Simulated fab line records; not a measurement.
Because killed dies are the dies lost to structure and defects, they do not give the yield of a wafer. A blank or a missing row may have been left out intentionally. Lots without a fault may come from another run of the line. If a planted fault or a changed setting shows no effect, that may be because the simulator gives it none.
Matching of chambers -- flow nandHarc -- 4 sister chambers for NHARC_A_CHANNEL_HOLE_D2_ETCH_44 on rieDiel-01
The step etches the open film in CF4/O2, target depth 140 nm, overetch 14 nm, time 77 s. 8 wafers are shown with their chamber, then 12 later ones without.

WAFERS, EACH WITH ITS CHAMBER
wafer,chamber,drypumpMotorCurrentA (A),rfVppV (V)
L081.5,3,5.4,196.8
L087.2,2,5.7,196.2
L087.3,3,5.4,197.8
L089.3,1,5.4,198.2
L089.6,0,5.1,196.4
L090.2,2,5.8,197.5
L090.3,0,5.1,196.2
L090.6,1,5.3,197.8

WAFERS WITH NO CHAMBER GIVEN
wafer,drypumpMotorCurrentA (A),rfVppV (V)
L092.2,5.3,196.3
L092.3,5.4,196.3
L092.4,5.1,195.4
L094.1,5.3,197.7
L094.5,5.8,196.5
L094.6,5.1,197.5
L095.1,5.1,196.9
L095.4,5.8,195.1
L095.6,5.4,196.9
L097.2,5.1,196.6
L097.4,5.4,197.1
L097.6,5.8,196.1

WHICH CHAMBER EACH ONE RAN IN
wafer,from the rows above,in truth
L092.2,can't be placed: 3 or 1 or 0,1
L092.3,can't be placed: 3 or 1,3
L092.4,0,0
L094.1,can't be placed: 1 or 3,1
L094.5,2,2
L094.6,0,0
L095.1,0,0
L095.4,2,2
L095.6,can't be placed: 3 or 1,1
L097.2,0,0
L097.4,can't be placed: 3 or 1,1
L097.6,2,2
Placed correctly: 7 of 12. Can't be placed from these rows: 5 (the true chamber is among the candidates in 5). Wrongly placed: 0.
How it was worked out, from the rows above alone: a wafer's distance from a chamber is the root of the sum, over the readings, of the square of ((its reading less the chamber's mean) divided by the reading's scatter). If the next closest chamber is less than 2 further off than the closest, the wafer can't be placed; otherwise it belongs to the closest. Each chamber's mean is taken over the wafers shown for it. How the scatter is found: for the shown wafers, subtract from each reading the mean of its chamber, square and add these, divide the total by (wafers less chambers), then take the root.
